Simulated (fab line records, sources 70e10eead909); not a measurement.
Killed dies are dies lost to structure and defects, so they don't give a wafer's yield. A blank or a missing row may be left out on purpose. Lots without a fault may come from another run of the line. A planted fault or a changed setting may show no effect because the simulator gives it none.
fab line records | flow nand_harc | part 1 of 2: steps 1 to 4 of 5
record lots=12 wafers=36 last_day=34
route steps=1302 shown A_SLIT@940 A_WL_FILL@967 END@1302
lots that met no fault: from a run of the same line without faults
start_h: hours from the record's first day to the start of the lot's first wafer shown | wait_h: hours since the lot's step before | " the same as in the row above | L1.1+2: a row that stands for several wafers | - no value, or no start given | * or withheld: withheld | < > ~ a bound
route shown NAME@n: a module of which the file shows steps, and the number in the route of the first | usual: mean/standard deviation of fault-free wafers | same: alike in all rows | chamber/n: place in a boat | sites: the reading at each site | _std_site: their standard deviation | _edge_site: outer sites' mean less inner sites' | radius_mm: how far each site lies from the wafer's centre | mask NAME#n: copy n | behind: the tool/chamber that last shaped the wafer | hold: why the lot was held/for how many hours/how that ended | device: the transistor (n, p or np) that didn't switch | end of line: the same wafers' tests at the end of the route | a step without rows: its recipe alone | killed: dies lost to structure and defects at the first sort, not the wafer's yield | map: a wafer's dies, x killed, . not, _ none there
set.NAME: the setting as run; set.NAME@STEP: as run at that earlier step | model.NAME: the simulator's own value behind a step, which no gauge read
steps of the route over a sample of lots; a table a step, a row a wafer
services: from which hour (start_h, from the record's first day; less than 0 if before it) a tool's chamber was out of use, for how many hours, and why
## steps
# step NHARC_A_SLIT_ETCH_26
# recipe bias_v=400 source_w=2000 pressure_mtorr=25 time_s=90 ar_flow_sccm=375 c4f8_flow_sccm=41.7 o2_flow_sccm=83.3 target_depth_a=4000 chemistry=C4F8/O2/Ar
# usual drypump_motor_current_A=5.5/0.42 showerhead_plenum_p_Torr=3.76/0.16 throttle_valve_pct=27.620/0.0092
# columns lot.wafer tool chamber start_h wait_h drypump_motor_current_A rf_hours_counter_h showerhead_plenum_p_Torr throttle_valve_pct
L470.1 har_etch-02 0 471.16 2.5 5.0 42 3.96 27.628
L470.5 " 1 " " 6.1 - 3.96 27.637
L470.6 " 0 " " 4.9 - 3.96 27.634
L473.1 har_etch-02 1 487.82 2.5 6.1 53 3.95 27.619
L473.5 " 0 " " 4.9 - 3.95 27.625
L473.6 " 1 " " 6.1 - 3.95 27.620
L471.3 har_etch-01 0 488.54 1.9 5.6 - 3.61 27.606
L471.4 " 1 " " 5.2 - 3.67 27.628
L471.5 " 0 " " 5.6 - 3.61 27.613
L472.3 har_etch-02 0 491.60 1.8 5.0 - 3.95 27.629
L472.5 " 0 " " 5.0 - 3.95 27.624
L472.6 " 1 " " 6.0 - 3.95 27.622
L480.1 har_etch-01 0 561.78 3.0 5.7 302 3.59 27.602
L480.4 " 0 " " 5.6 - 3.59 27.621
L480.5 " 0 " " 5.6 - 3.59 27.628
L481.1 har_etch-02 1 573.28 3.0 6.1 103 3.92 27.623
L481.2 " 0 " " 4.9 103 3.92 27.623
L481.3 " 0 " " 5.0 - 3.92 27.623
L484.3 har_etch-02 0 607.63 1.8 4.9 - 3.91 27.611
L484.4 " 1 " " 6.1 - 3.91 27.618
L484.5 " 0 " " 4.9 - 3.91 27.610
L486.2 har_etch-02 0 635.97 3.0 4.9 141 3.90 27.633
L486.5 " 0 " " 5.0 - 3.90 27.618
L486.6 " 1 " " 6.1 - 3.90 27.616
L487.1 har_etch-01 1 653.29 2.5 5.2 352 3.62 27.623
L487.4 " 1 " " 5.2 - 3.62 27.612
L487.5 " 0 " " 5.7 - 3.56 27.623
L488.1 har_etch-02 0 654.76 2.5 4.9 149 3.89 27.620
L488.4 " 1 " " 6.1 - 3.89 27.614
L488.3 " 0 " " 4.9 - 3.89 27.601
L489.2 har_etch-01 0 657.01 3.0 5.6 355 3.56 27.624
L489.3 " 0 " " 5.6 - 3.56 27.624
L489.6 " 0 " " 5.6 - 3.56 27.622
L491.2 har_etch-01 1 704.43 3.0 5.2 382 3.61 27.626
L491.1 " 0 " " 5.6 382 3.54 27.608
L491.4 " 1 " " 5.2 - 3.61 27.625
# step NHARC_A_WL_FILL_STRIP_29
# recipe time_s=20 o2_flow_sccm=500 ar_flow_sccm=0 bias_w=0 chemistry=O2
# usual drypump_motor_current_A=5.6/0.48 oes_product_au=0.999/0.0078 rf_vpp_V=57.9/0.91 showerhead_plenum_p_Torr=3.57/0.17 throttle_valve_pct=17.036/0.0092
# columns lot.wafer tool chamber start_h wait_h drypump_motor_current_A oes_product_au rf_hours_counter_h rf_vpp_V showerhead_plenum_p_Torr throttle_valve_pct
L470.1 rie_diel-02 0 490.75 0.1 4.7 0.989 2.1 56.4 3.30 17.034
L470.6 " 1 " " 5.7 0.996 - 56.9 3.32 17.027
L470.5 " 2 " " 4.8 0.997 - 59.4 3.79 17.028
L472.3 rie_diel-06 2 510.89 0.1 5.9 0.993 1.0 57.1 3.53 17.031
L472.5 " 2 " " 5.9 0.996 - 57.7 3.53 17.051
L472.6 " 3 " " 6.0 0.996 - 58.0 3.53 17.052
L471.4 rie_diel-12 0 510.97 0.1 6.1 0.984 2.0 58.6 3.76 17.042
L471.3 " 1 " " 6.6 1.007 1.6 58.8 3.68 17.036
L471.5 " 3 " " 5.5 1.000 - 57.6 3.35 17.029
L473.1 rie_diel-12 2 512.14 0.1 5.8 0.990 2.0 56.7 3.58 17.026
L473.6 " 1 " " 6.6 1.007 - 59.0 3.68 17.041
L473.5 " 2 " " 5.8 1.008 - 59.6 3.58 17.031
L480.1 rie_diel-12 0 584.50 0.1 6.1 0.993 5.0 57.8 3.76 17.032
L480.4 " 1 " " 6.5 0.994 4.7 58.7 3.68 17.056
L480.5 " 2 " " 5.8 0.995 - 58.4 3.58 17.033
L481.1 rie_diel-06 0 594.11 0.1 5.7 0.995 6.0 58.9 3.68 17.034
L481.2 " 1 " " 5.9 0.985 4.9 58.1 3.66 17.034
L481.3 " 2 " " 5.9 0.985 4.0 57.2 3.53 17.018
L484.4 rie_diel-02 0 627.40 0.1 4.8 1.007 0.7 57.8 3.30 17.027
L484.3 " 2 " " 4.8 1.002 0.8 57.7 3.79 17.034
L484.5 " 0 " " 4.8 1.003 - 55.8 3.30 17.041
L486.2 rie_diel-02 2 655.95 0.1 4.8 1.006 1.9 56.7 3.79 17.027
L486.5 " 2 " " 4.9 1.014 - 59.1 3.79 17.039
L486.6 " 3 " " 5.4 1.003 - 57.8 3.72 17.045
L487.1 rie_diel-06 1 672.69 0.1 5.9 1.011 0.0 58.2 3.66 17.050
L487.4 " 2 " " 5.9 1.002 0.0 59.2 3.53 17.042
L487.5 " 1 " " 5.9 1.000 - 57.7 3.66 17.022
L488.1 rie_diel-02 0 672.75 0.1 4.8 0.999 2.5 57.2 3.30 17.042
L488.4 " 1 " " 5.7 1.003 2.5 57.0 3.32 17.029
L488.3 " 3 " " 5.4 1.003 2.4 59.5 3.72 17.041
L489.2 rie_diel-06 3 678.44 0.1 5.9 0.994 0.5 58.8 3.52 17.027
L489.3 " 0 " " 5.7 1.003 0.6 59.4 3.68 17.032
L489.6 " 2 " " 5.9 0.995 - 58.2 3.53 17.037
L491.2 rie_diel-06 3 724.23 0.1 6.0 0.998 2.9 57.6 3.52 17.024
L491.4 " 0 " " 5.7 1.006 3.0 58.2 3.68 17.024
L491.1 " 1 " " 6.0 1.001 2.7 58.0 3.66 17.037
# step NHARC_A_WL_FILL_ETCHBACK_17
# recipe target_depth_a=40 time_s=26.7 chemistry=Cl2/BCl3
# usual drypump_motor_current_A=5.4/0.51 oes_product_au=1.001/0.0088 run_length_s=48.0/0.5
# columns lot.wafer tool chamber start_h wait_h drypump_motor_current_A oes_product_au rf_hours_counter_h run_length_s
L470.1 rie_metal-03 0 490.82 - 6.0 1.002 2.2 47.1
L470.6 " 0 " " 6.0 1.021 - 47.8
L470.5 " 1 " " 5.5 1.008 - 47.8
L472.3 rie_metal-03 1 511.02 - 5.5 1.000 - 47.5
L472.6 " 1 " " 5.5 1.002 - 47.8
L472.5 " 0 " " 6.0 1.013 - 47.3
L471.4 rie_metal-02 1 511.09 - 4.8 0.992 - 48.4
L471.3 " 0 " " 6.2 0.987 - 48.8
L471.5 " 1 " " 4.8 0.990 - 48.4
L473.1 rie_metal-03 1 512.25 - 5.5 0.991 2.8 47.8
L473.5 " 0 " " 6.0 1.001 - 47.1
L473.6 " 1 " " 5.5 0.997 - 48.2
L480.1 rie_metal-01 1 584.58 - 5.0 1.014 0 30.0
L480.4 " 1 " " 5.0 1.008 - 30.2
L480.5 " 0 " " 5.0 1.015 - 47.6
L481.1 rie_metal-01 0 594.19 - 5.0 1.011 0.1 48.2
L481.2 " 1 " " 4.9 1.009 0.1 30.0
L481.3 " 0 " " 5.0 1.008 - 47.7
L484.4 rie_metal-02 0 627.52 - 6.2 0.985 - 48.2
L484.3 " 1 " " 4.8 0.992 - 48.4
L484.5 " 0 " " 6.2 0.991 - 48.2
L486.2 rie_metal-03 1 656.04 - 5.5 0.995 1.9 47.6
L486.5 " 1 " " 5.5 1.005 - 48.0
L486.6 " 0 " " 6.0 0.995 - 47.1
L487.1 rie_metal-01 1 672.77 - 5.0 0.993 0.7 48.0
L487.4 " 1 " " 5.0 0.997 - 48.0
L487.5 " 0 " " 5.0 1.007 - 47.5
L488.1 rie_metal-02 0 672.86 - 6.2 1.006 0.5 48.3
L488.3 " 1 " " 4.8 0.988 - 48.7
L488.4 " 0 " " 6.2 1.005 - 48.4
L489.2 rie_metal-03 0 678.53 - 6.0 0.994 2.4 47.6
L489.3 " 1 " " 5.5 1.000 - 47.5
L489.6 " 0 " " 6.0 1.011 - 47.2
L491.2 rie_metal-01 1 724.32 - 5.0 0.999 2.1 48.5
L491.1 " 0 " " 5.0 1.007 2.1 47.5
L491.4 " 1 " " 5.0 1.004 - 48.6
# step NHARC_A_WL_FILL_ETCHBACK_26
# recipe target_depth_a=520 time_s=13.3 hbr_flow_sccm=150 rf_w=350 icp_w=350 bias_w=60 chemistry=HBr
# usual drypump_motor_current_A=6.0/0.45 oes_product_au=0.999/0.0063 run_length_s=34.4/0.3 throttle_valve_pct=23.266/0.0092
# columns lot.wafer tool chamber start_h wait_h drypump_motor_current_A oes_product_au rf_hours_counter_h run_length_s throttle_valve_pct
L470.1 rie_si-03 3 495.96 0.4 6.3 0.991 0.6 34.2 23.275
L470.6 " 3 " " 6.3 0.997 - 34.8 23.269
L470.5 " 0 " " 6.6 0.997 - 34.4 23.246
L471.4 rie_si-05 2 516.23 0.4 6.0 1.007 0.1 33.9 23.278
L471.3 " 3 " " 6.6 0.996 0.1 34.5 23.274
L471.5 " 3 " " 6.6 0.994 - 34.1 23.267
L472.3 rie_si-06 0 516.24 0.4 5.8 0.990 0.5 33.9 23.254
L472.6 " 3 " " 5.7 1.003 - 34.3 23.273
L472.5 " 0 " " 5.8 0.995 - 34.4 23.272
L473.1 rie_si-03 1 516.26 0.4 5.3 0.999 0.8 34.6 23.266
L473.6 " 3 " " 6.3 0.993 - 34.3 23.288
L473.5 " 0 " " 6.6 1.010 - 34.1 23.281
L480.1 rie_si-03 0 590.40 0.4 6.7 1.000 0.0 33.9 23.260
L480.4 " 2 " " 6.1 1.005 0.1 34.8 23.270
L480.5 " 1 " " 5.3 0.995 - 34.9 23.272
L481.2 rie_si-06 0 598.38 0.4 5.7 1.003 1.1 34.4 23.259
L481.3 " 2 " " 6.0 1.009 0.9 34.5 23.274
L481.1 " 3 " " 5.8 1.012 1.1 34.3 23.277
L484.3 rie_si-06 2 632.60 0.4 6.0 1.000 0.1 34.2 23.282
L484.4 " 1 " " 6.1 1.004 0.1 35.4 23.257
L484.5 " 3 " " 5.7 0.993 - 34.6 23.280
L486.2 rie_si-06 1 661.24 0.4 6.1 1.002 0.3 34.8 23.263
L486.5 " 1 " " 6.1 1.001 - 34.8 23.281
L486.6 " 2 " " 6.0 0.993 - 34.2 23.265
L487.1 rie_si-06 0 678.01 0.4 5.7 1.002 0.4 34.2 23.283
L487.4 " 1 " " 6.1 0.998 0.4 35.0 23.272
L487.5 " 0 " " 5.7 1.000 - 34.0 23.257
L488.3 rie_si-05 0 678.01 0.4 6.1 0.996 0.0 34.9 23.268
L488.1 " 2 " " 6.0 0.995 0.0 34.5 23.268
L488.4 " 3 " " 6.6 1.001 0.0 34.5 23.258
L489.2 rie_si-05 1 683.66 0.4 5.1 1.000 0.1 34.6 23.257
L489.3 " 3 " " 6.7 1.001 0.1 34.6 23.262
L489.6 " 2 " " 5.9 0.994 - 34.0 23.263
L491.1 rie_si-03 3 729.47 0.4 6.3 1.004 1.0 34.3 23.254
L491.4 " 0 " " 6.7 1.011 1.0 34.3 23.263
L491.2 " 1 " " 5.3 1.001 0.7 34.5 23.258
## key
first_sign step=NHARC_A_WL_FILL_ETCHBACK_17 reading=run_length_s direction=down sigmas=36 usual=* struck=*
effect step=NHARC_END_SORT_01 reading=killed_at_array direction=up sigmas=34 usual=63 struck=672
more_kills_born_at NHARC_A_WL_FILL_ETCHBACK_17@rie_metal-01=1843
met_at NHARC_A_WL_FILL_ETCHBACK_17
struck_lots L480,L481
struck_wafers L480.1,L480.4,L481.2
later_rows_left_out L480.1,L480.4,L481.2
tester_left_out L480,L481
not_acting_at NHARC_A_SLIT_ETCH_26,NHARC_A_WL_FILL_STRIP_29,NHARC_A_WL_FILL_ETCHBACK_26
fault kind=process_parameter_drift tool=rie_metal-01 chamber=1 onset_h=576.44 steps=NHARC_A_WL_FILL_ETCHBACK_17 channel=time_s offset=* shape=step end_h=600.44 acts_in=* stated=*
# tester_left_out: of these lots the tester's yield and bins aren't shown, on N5 and GAA mostly nor the transistor test; their killed dies are dies lost to structure and defects alone, not to doping, threshold or leakage, so they don't give the yield
# later_rows_left_out: the simulator's readings of these wafers behind a module that went badly wrong aren't trusted and aren't shown, but for the sort
